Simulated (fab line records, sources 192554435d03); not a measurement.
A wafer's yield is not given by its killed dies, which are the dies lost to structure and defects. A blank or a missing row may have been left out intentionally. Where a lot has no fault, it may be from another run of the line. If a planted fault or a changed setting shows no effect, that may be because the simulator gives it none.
fab line records ; flow n5Finfet
record lots=12; wafers=34; lastDay=18
route steps=1938 shown BEOL_M7@1320 BEOL_M8@1332 PASSIVATION@1936
lots that met no fault: taken from a fault-free run of the same line
startH: hours from the record's first day to the start of the lot's first wafer shown ; waitH: hours from the lot's prior step to this one ; " same as the row above ; L1.1+2: one row covering several wafers at once ; - value missing, or start not given ; * or withheld: withheld ; < > ~ a bound
route shown NAME@n: names a module that has steps shown in the file, with the first one's number in the route ; usual: average and standard deviation across the fault-free wafers ; same: alike in all rows ; chamber/n: place in a boat ; sites: per-site readings ; _std_site: the values' standard deviation ; _edge_site: the outer-site mean with the inner-site mean subtracted ; radiusMm: how far each site lies from the wafer's centre ; mask NAME#n: copy n ; behind: the most recent tool/chamber to have shaped the wafer ; hold: reason for holding the lot/hours on hold/outcome of the hold ; device: the transistor (n, p or np) that didn't switch ; end of line: the route-end tests of the same wafers ; where a step has no rows: the recipe by itself ; killed: dies lost to structure and defects at the first sort, not the wafer's yield ; map: the dies of a wafer, with x for killed, . for not killed, _ for no die there
set.NAME: the setting the step ran with; set.NAME@STEP: the setting that earlier step ran with ; model.NAME: the simulator's own value behind a step, which no gauge read
a sample of lots followed through the steps of the route, with each step as a table and each wafer as a row
services: the hour from which a tool's chamber was out of use, counted from the record's first day as startH (under 0 if before that day), plus the number of hours and why
## steps
# step N5_BEOL_M7_ALD_77
# recipe material=TaN; targetThkA=20; tempC=275; aldPrecursorFamily=PDMAT; aldCoReactant=NH3; pressureTorr=3; carrierFlowSccm=1500; pulseTimeS=2; purgeTimeS=3; coReactantPurgeTimeS=2; coReactantPulseTimeS=3; aldCycles=40; precursorVesselTempC=75; precursorVesselPressureTorr=26.25; precursorVesselCarrierSccm=1000
# usual heaterPowerW=427/40; precursorVesselCarrierSccm=1000.4/2.8; precursorVesselTempC=75.02/0.12
# same pulseTimeS=2; purgeTimeS=3
lot.wafer;tool;chamber;startH;waitH;heaterPowerW;precursorVesselCarrierSccm;precursorVesselTempC;sinceWetCleanH
L781.3;aldMetal-02;3;230.56;0.0;414;1004.1;75.15;6047
L781.4;aldMetal-02;1;230.56;0.0;373;994.2;74.91;6047
L781.5;aldMetal-02;0;230.56;0.0;416;998.2;75.17;-
L783.1;aldMetal-04;2;233.00;0.0;476;998.1;75.09;1434
L783.2;aldMetal-04;0;233.00;0.0;393;998.0;75.17;1434
L783.5;aldMetal-04;0;233.00;0.0;410;999.2;75.16;-
L788.1;aldMetal-02;0;244.43;0.0;434;999.2;75.15;6061
L788.3;aldMetal-02;1;244.43;0.0;377;1001.2;74.98;6061
L788.6;aldMetal-02;0;244.43;0.0;428;998.6;75.11;-
L784.1;aldMetal-04;3;244.51;0.0;443;1000.1;74.96;1446
L784.3;aldMetal-04;0;244.51;0.0;405;999.2;74.97;1446
L784.6;aldMetal-04;2;244.51;0.0;494;1003.0;75.20;-
L789.4;aldMetal-04;1;245.32;0.0;436;1000.4;75.33;1447
L789.5;aldMetal-04;1;245.32;0.0;461;1000.4;75.36;-
L785.1;aldMetal-02;1;275.68;0.0;382;1003.0;75.01;6092
L785.4;aldMetal-02;1;275.68;0.0;389;1003.3;74.96;-
L785.5;aldMetal-02;0;275.68;0.0;422;1003.8;75.22;-
L793.2;aldMetal-04;0;283.03;0.1;403;997.4;74.87;1484
L793.3;aldMetal-04;3;283.03;0.1;440;999.5;74.95;1484
L793.6;aldMetal-04;2;283.03;0.1;493;1001.3;75.00;-
L797.1;aldMetal-02;2;311.61;0.0;439;1003.5;75.05;6128
L797.2;aldMetal-02;1;311.61;0.0;378;994.9;74.91;6128
L797.6;aldMetal-02;0;311.61;0.0;412;999.2;75.22;-
L800.2;aldMetal-03;0;332.85;0.2;417;994.6;75.20;4611
L800.6;aldMetal-03;2;332.85;0.2;486;1001.3;75.21;-
L802.4;aldMetal-02;2;337.08;0.1;417;1002.1;74.79;6154
L802.5;aldMetal-02;3;337.08;0.1;415;999.3;75.06;-
L802.6;aldMetal-02;2;337.08;0.1;436;999.3;74.91;-
L804.2;aldMetal-03;1;353.55;0.3;470;998.1;74.80;4632
L804.3;aldMetal-03;2;353.55;0.3;483;1001.9;74.77;4632
L804.6;aldMetal-03;0;353.55;0.3;409;1001.3;75.15;-
L803.1;aldMetal-04;2;353.63;0.3;480;1000.7;75.07;1555
L803.3;aldMetal-04;3;353.63;0.3;445;1004.6;74.92;1555
L803.5;aldMetal-04;3;353.63;0.3;440;1002.0;74.90;-
# step N5_BEOL_M7_SPUTTER_48
# recipe material=Cu; targetThkA=100; tempC=-20; biasV=60; powerW=26000; chamberPressurePa=0.13; timeS=1.667
# usual throttleValvePct=30.1/1.5
# same timeS=1.667
lot.wafer;tool;chamber;startH;waitH;throttleValvePct
L781.3;pvdSputter-03;-;231.67;0.1;29.5
L781.4;pvdSputter-03;-;231.67;0.1;27.4
L781.5;pvdSputter-03;-;231.67;0.1;33.7
L783.1;pvdSputter-01;-;233.52;0.1;30.6
L783.2;pvdSputter-01;-;233.52;0.1;29.5
L783.5;pvdSputter-01;-;233.52;0.1;30.8
L788.1;pvdSputter-03;-;244.94;0.1;30.1
L788.3;pvdSputter-03;-;244.94;0.1;29.1
L788.6;pvdSputter-03;-;244.94;0.1;30.0
L784.1;pvdSputter-01;-;245.08;0.1;28.9
L784.3;pvdSputter-01;-;245.08;0.1;29.3
L784.6;pvdSputter-01;-;245.08;0.1;30.6
L789.4;pvdSputter-02;-;247.18;0.0;30.7
L789.5;pvdSputter-02;-;247.18;0.0;29.6
L785.1;pvdSputter-01;-;276.27;0.1;31.0
L785.4;pvdSputter-01;-;276.27;0.1;30.7
L785.5;pvdSputter-01;-;276.27;0.1;28.8
L793.2;pvdSputter-01;-;283.73;0.1;30.7
L793.3;pvdSputter-01;-;283.73;0.1;28.6
L793.6;pvdSputter-01;-;283.73;0.1;29.0
L797.1;pvdSputter-01;-;312.41;0.1;31.0
L797.2;pvdSputter-01;-;312.41;0.1;29.1
L797.6;pvdSputter-01;-;312.41;0.1;31.0
L800.2;pvdSputter-01;-;333.55;0.2;29.3
L800.6;pvdSputter-01;-;333.55;0.2;30.9
L802.4;pvdSputter-01;-;338.86;0.1;29.0
L802.5;pvdSputter-01;-;338.86;0.1;28.9
L802.6;pvdSputter-01;-;338.86;0.1;30.5
L804.2;pvdSputter-03;-;355.46;0.1;27.3
L804.3;pvdSputter-03;-;355.46;0.1;30.0
L804.6;pvdSputter-03;-;355.46;0.1;27.3
L803.1;pvdSputter-03;-;355.54;0.2;29.5
L803.3;pvdSputter-03;-;355.54;0.2;30.1
L803.5;pvdSputter-03;-;355.54;0.2;33.4
# step N5_BEOL_M7_ANNEAL_51
# recipe tempC=225; timeS=90; ambient=N2
# usual wafer_temp_C_max=226.4/0.42
# same timeS=90
lot.wafer;tool;chamber;startH;waitH;wafer_temp_C_max
L781.3;rtpAnneal-02;0;232.24;0.4;226.0
L781.4;rtpAnneal-02;0;232.24;0.4;226.1
L781.5;rtpAnneal-02;0;232.24;0.4;226.5
L783.1;rtpAnneal-02;0;235.06;1.4;226.1
L783.2;rtpAnneal-02;0;235.06;1.4;225.9
L783.5;rtpAnneal-02;0;235.06;1.4;226.4
L788.1;rtpAnneal-02;0;246.19;1.1;226.1
L788.3;rtpAnneal-02;0;246.19;1.1;225.9
L788.6;rtpAnneal-02;0;246.19;1.1;226.1
L784.1;rtpAnneal-02;0;246.46;1.2;226.0
L784.3;rtpAnneal-02;0;246.46;1.2;226.1
L784.6;rtpAnneal-02;0;246.46;1.2;226.0
L789.4;rtpAnneal-02;0;247.52;0.2;226.0
L789.5;rtpAnneal-02;0;247.52;0.2;226.1
L785.1;rtpAnneal-01;0;276.59;0.2;226.3
L785.4;rtpAnneal-01;0;276.59;0.2;226.9
L785.5;rtpAnneal-01;0;276.59;0.2;226.7
L793.2;rtpAnneal-01;0;283.98;0.1;226.4
L793.3;rtpAnneal-01;0;283.98;0.1;226.6
L793.6;rtpAnneal-01;0;283.98;0.1;226.5
L797.1;rtpAnneal-01;0;312.77;0.2;226.8
L797.2;rtpAnneal-01;0;312.77;0.2;226.7
L797.6;rtpAnneal-01;0;312.77;0.2;226.6
L800.2;rtpAnneal-01;0;334.16;0.5;226.5
L800.6;rtpAnneal-01;0;334.16;0.5;227.4
L802.4;rtpAnneal-02;0;339.51;0.5;226.5
L802.5;rtpAnneal-02;0;339.51;0.5;226.2
L802.6;rtpAnneal-02;0;339.51;0.5;226.2
L804.2;rtpAnneal-01;0;355.71;0.1;226.7
L804.3;rtpAnneal-01;0;355.71;0.1;226.8
L804.6;rtpAnneal-01;0;355.71;0.1;226.8
L803.1;rtpAnneal-02;0;355.97;0.3;226.3
L803.3;rtpAnneal-02;0;355.97;0.3;226.2
L803.5;rtpAnneal-02;0;355.97;0.3;226.3
# step N5_BEOL_M8_ILD_DEP_00
# recipe material=SiCOH_lowk; targetThkA=1797.5; tempC=300; precursor=DEMS/porogen; pressureTorr=5; rfW=500; timeS=33.4
# usual heaterPowerW=303/64; showerheadPlenumPTorr=5.733/0.02; susceptorTempC=299.98/0.21; throttleValvePct=13.8/0.51
# same timeS=33.4
lot.wafer;tool;chamber;startH;waitH;heaterPowerW;showerheadPlenumPTorr;sinceWetCleanH;susceptorTempC;throttleValvePct
L781.3;pecvd-03;0;232.94;0.0;249;5.717;1299;300.15;13.4
L781.4;pecvd-03;0;232.94;0.0;263;5.720;-;299.97;13.4
L781.5;pecvd-03;1;232.94;0.0;331;5.730;-;300.06;14.6
L783.1;pecvd-01;1;235.85;0.0;272;5.731;1483;300.14;14.4
L783.2;pecvd-01;2;235.85;0.0;276;5.703;4;300.10;13.3
L783.5;pecvd-01;1;235.85;0.0;275;5.745;-;300.05;14.3
L788.1;pecvd-03;0;246.99;0.0;250;5.704;1313;299.70;13.5
L788.3;pecvd-03;0;246.99;0.0;247;5.731;-;299.70;13.7
L788.6;pecvd-03;0;246.99;0.0;263;5.710;-;299.62;13.7
L784.1;pecvd-04;0;247.25;0.0;449;5.764;951;300.40;14.1
L784.3;pecvd-04;2;247.25;0.0;309;5.731;197;300.04;13.4
L784.6;pecvd-04;0;247.25;0.0;444;5.761;-;300.08;13.8
L789.4;pecvd-03;0;248.21;0.1;298;5.727;-;299.99;13.5
L789.5;pecvd-03;0;248.21;0.1;292;5.734;-;299.67;13.4
L785.1;pecvd-01;0;277.40;0.0;251;5.703;800;299.86;13.6
L785.4;pecvd-01;0;277.40;0.0;262;5.718;-;300.12;13.8
L785.5;pecvd-01;1;277.40;0.0;263;5.730;-;300.11;14.5
L793.2;pecvd-01;0;284.90;0.0;309;5.694;808;306.05;14.0
L793.3;pecvd-01;2;284.90;0.0;227;5.713;53;299.90;13.2
L793.6;pecvd-01;0;284.90;0.0;319;5.710;-;305.95;13.7
L797.1;pecvd-01;0;313.58;0.0;272;5.696;836;306.02;13.8
L797.2;pecvd-01;1;313.58;0.0;249;5.721;1561;300.03;14.6
L797.6;pecvd-01;2;313.58;0.0;244;5.707;-;299.69;13.2
L800.2;pecvd-03;0;334.91;0.0;244;5.731;1401;299.63;13.5
L800.6;pecvd-03;1;334.91;0.0;287;5.746;-;299.79;14.4
L802.4;pecvd-04;1;340.32;0.1;378;5.715;-;299.99;13.4
L802.5;pecvd-04;0;340.32;0.1;444;5.758;-;300.01;14.2
L802.6;pecvd-04;2;340.32;0.1;320;5.740;-;299.91;13.7
L804.2;pecvd-03;1;356.46;0.0;316;5.749;2148;299.85;14.5
L804.3;pecvd-03;2;356.46;0.0;232;5.742;669;299.83;13.2
L804.6;pecvd-03;0;356.46;0.0;275;5.705;-;299.96;13.7
L803.1;pecvd-04;1;356.76;0.0;370;5.699;1786;300.37;13.5
L803.3;pecvd-04;0;356.76;0.0;417;5.778;1061;300.01;13.9
L803.5;pecvd-04;2;356.76;0.0;256;5.735;-;299.95;13.6
# step N5_PASSIVATION_PROBE_49
# usual defectLimitedYield=91.2/1.6; killed_at_M0_to_M3=35/11; killed_at_M4_up=14/5.4; killedAtContacts=13/6; killedAtFrontEnd=38/11; killedAtOther=3.4/2.6; killedDies=104/19; killedOpen=68/13; killedShort=34/8.5; sort_bin_5_function=5.1/1; sort_bin_6_memory=3.3/0.72; sort_bin_8_speed=0.1/0.9; sortNPass=1075/22; sortYieldPct=91.1/1.9
# same grossDies=1180; killedAtBackSide=0; sort_bin_4_leakage[%]=0
lot.wafer;tool;chamber;startH;waitH;defectLimitedYield[%];killed_at_M0_to_M3;killed_at_M4_up;killedAtContacts;killedAtFrontEnd;killedAtOther;killedDies;killedOpen;killedShort;sort_bin_5_function[%];sort_bin_6_memory[%];sort_bin_8_speed[%];sortNPass;sortYieldPct[%]
L789.4;prober-01;-;331.64;0.2;92.5;25;13;11;36;3;88;60;26;4.0;3.1;0;1092;92.5
L789.5;prober-01;-;331.69;0.2;91.1;39;9;17;36;4;105;63;41;5.8;2.7;0;1075;91.1
L788.1;prober-01;-;333.48;0.0;92.3;25;10;8;43;5;91;66;17;4.6;2.4;0;1089;92.3
L788.3;prober-01;-;333.58;0.1;89.8;54;8;12;46;0;120;67;52;6.5;3.1;0;1060;89.8
L788.6;prober-01;-;333.73;0.3;92.7;30;7;7;42;0;86;59;23;4.3;2.8;0;1094;92.7
L785.1;prober-01;-;353.79;0.0;91.9;28;17;11;35;4;95;63;32;4.7;3.2;0;1085;91.9
L785.4;prober-01;-;353.94;0.2;93.4;27;13;13;24;1;78;52;26;4.3;1.9;0;1102;93.4
L785.5;prober-01;-;353.99;0.2;93.6;14;15;14;31;2;76;50;25;3.6;2.5;0;1104;93.6
L793.3;prober-01;-;370.09;0.1;89.7;38;9;10;60;5;122;79;42;6.0;4.2;0;1058;89.7
L797.1;prober-01;-;396.43;0.0;87.9;40;13;21;67;2;143;89;51;7.0;4.6;0;1037;87.9
L797.2;prober-01;-;396.48;0.1;90.1;44;17;4;51;1;117;81;35;5.9;3.6;0;1063;90.1
L797.6;prober-01;-;396.68;0.3;88.1;36;23;24;56;1;140;100;38;7.6;3.6;0;1040;88.1
# killed by level:class
L789.4 FIN_SAQP:geometricParticle:open=11 MOL_CONTACT_COAG:geometricParticle:open=10 BEOL_M3:geometricParticle:open=7 BEOL_M2:geometricParticle:open=6 FIN_SAQP:geometricParticle:short=4 BEOL_M1:geometricParticle:open=4 BEOL_M3:geometricParticle:short=4 STI_FIN_REVEAL:geometricParticle:open=3
L789.5 MOL_CONTACT_COAG:geometricParticle:open=15 BEOL_M2:geometricParticle:open=9 BEOL_M3:geometricParticle:short=8 BEOL_M3:geometricParticle:open=7 FIN_SAQP:geometricParticle:open=5 GATE_CUT:geometricParticle:short=5 BEOL_M2:geometricParticle:short=5 FIN_SAQP:geometricParticle:short=4
L788.1 FIN_SAQP:geometricParticle:open=12 HKMG_FIN:areaEtch=8 STI_FIN_REVEAL:geometricParticle:open=7 MOL_CONTACT_COAG:geometricParticle:open=7 BEOL_M2:geometricParticle:open=7 BEOL_M0_SAQP:geometricParticle:open=6 GATE_CUT:geometricParticle:open=5 BEOL_M1:geometricParticle:open=5
L788.3 BEOL_M0_SAQP:geometricParticle:short=20 BEOL_M0_SAQP:geometricParticle:open=12 FIN_SAQP:geometricParticle:open=10 STI_FIN_REVEAL:geometricParticle:open=8 GATE_CUT:geometricParticle:short=8 BEOL_M1:geometricParticle:open=8 FIN_SAQP:geometricParticle:short=7 MOL_CONTACT_COAG:geometricParticle:open=6
L788.6 FIN_SAQP:geometricParticle:open=10 BEOL_M1:geometricParticle:open=9 STI_FIN_REVEAL:geometricParticle:open=8 GATE_CUT:geometricParticle:short=8 BEOL_M2:geometricParticle:open=8 BEOL_M0_SAQP:geometricParticle:short=7 STARTING-WAFER:geometricParticle:open=5 MOL_CONTACT_COAG:geometricParticle:open=5
L785.1 FIN_SAQP:geometricParticle:short=9 BEOL_M0_SAQP:geometricParticle:open=9 MOL_CONTACT_COAG:geometricParticle:open=8 STI_FIN_REVEAL:geometricParticle:open=7 BEOL_M4:geometricParticle:open=7 FIN_SAQP:geometricParticle:open=6 BEOL_M0_SAQP:geometricParticle:short=6 GATE_CUT:geometricParticle:open=6
L785.4 BEOL_M0_SAQP:geometricParticle:open=13 MOL_CONTACT_COAG:geometricParticle:open=12 BEOL_M0_SAQP:geometricParticle:short=7 BEOL_M4:geometricParticle:open=6 FIN_SAQP:geometricParticle:short=4 STI_FIN_REVEAL:geometricParticle:open=4 GATE_CUT:geometricParticle:short=4 BEOL_M1:geometricParticle:open=3
L785.5 MOL_CONTACT_COAG:geometricParticle:open=13 FIN_SAQP:geometricParticle:short=10 GATE_CUT:geometricParticle:open=7 BEOL_M4:geometricParticle:open=7 BEOL_M0_SAQP:geometricParticle:open=4 BEOL_M1:geometricParticle:open=4 STARTING-WAFER:geometricParticle:short=4 FIN_CUT:geometricParticle:open=3
L793.3 FIN_SAQP:geometricParticle:open=22 FIN_SAQP:geometricParticle:short=15 BEOL_M2:geometricParticle:open=14 BEOL_M1:geometricParticle:open=7 GATE_CUT:geometricParticle:open=6 MOL_CONTACT_COAG:geometricParticle:short=6 BEOL_M0_SAQP:geometricParticle:short=6 GATE_CUT:geometricParticle:short=5
L797.1 FIN_SAQP:geometricParticle:open=19 BEOL_M0_SAQP:geometricParticle:open=15 FIN_SAQP:geometricParticle:short=14 MOL_CONTACT_COAG:geometricParticle:open=13 GATE_CUT:geometricParticle:short=9 MOL_CONTACT_COAG:geometricParticle:short=8 BEOL_M4:geometricParticle:open=7 BEOL_M3:geometricParticle:open=7
L797.2 FIN_SAQP:geometricParticle:open=18 BEOL_M2:geometricParticle:open=15 STI_FIN_REVEAL:geometricParticle:open=9 FIN_SAQP:geometricParticle:short=7 BEOL_M0_SAQP:geometricParticle:open=7 BEOL_M0_SAQP:geometricParticle:short=6 BEOL_M4:geometricParticle:open=5 BEOL_M0:geometricParticle:short=5
L797.6 MOL_CONTACT_COAG:geometricParticle:open=20 FIN_SAQP:geometricParticle:open=19 BEOL_M4:geometricParticle:open=17 FIN_SAQP:geometricParticle:short=12 BEOL_M0_SAQP:geometricParticle:short=9 BEOL_M0_SAQP:geometricParticle:open=9 GATE_CUT:geometricParticle:open=8 BEOL_M1:geometricParticle:open=8
## services
tool;chamber;startH;hours;kind
pvdSputter-02;-;207.13;4.6;repair
aldMetal-04;2;218.00;7.0;repair
pecvd-01;1;232.63;-;calibration
aldMetal-02;-;233.95;8.7;pm
pvdSputter-03;-;239.40;1.2;repair
pecvd-03;2;241.42;8.2;repair
aldMetal-02;2;246.00;30.5;repair
aldMetal-04;-;284.19;6.0;pm
aldMetal-02;1;292.96;3.3;repair
pecvd-03;2;302.47;2.1;scheduledDown
pecvd-03;0;306.33;5.5;scheduledDown
aldMetal-04;-;307.40;8.7;pm
pecvd-04;0;308.86;2.1;scheduledDown
aldMetal-04;-;318.94;2.8;pm
aldMetal-02;-;337.34;14.0;pm
aldMetal-02;0;337.34;17.5;ventCycle
aldMetal-02;1;337.34;14.0;ventCycle
aldMetal-02;2;337.34;14.0;ventCycle
aldMetal-02;3;337.34;14.0;ventCycle
aldMetal-02;1;351.34;-;clean
aldMetal-02;2;351.34;-;clean
aldMetal-02;3;351.34;-;clean
pecvd-03;-;352.80;0.8;pm
pvdSputter-01;-;352.83;2.6;repair
## key
firstSign step=N5_BEOL_M8_ILD_DEP_00; reading=susceptorTempC; direction=up; sigmas=29; usual=*; struck=*
effect none on later readings
metAt N5_BEOL_M8_ILD_DEP_00
struckLots L793,L797
struckWafers L793.2,L793.6,L797.1
notActingAt N5_BEOL_M7_ALD_77,N5_BEOL_M7_SPUTTER_48,N5_BEOL_M7_ANNEAL_51
onsetBetween 277.40 284.90
fault kind=processParameterDrift; tool=pecvd-01; chamber=0; onsetH=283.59; steps=N5_BEOL_M8_ILD_DEP_00; channel=tempC; offset=*; shape=step; endH=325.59; actsIn=*; stated=*
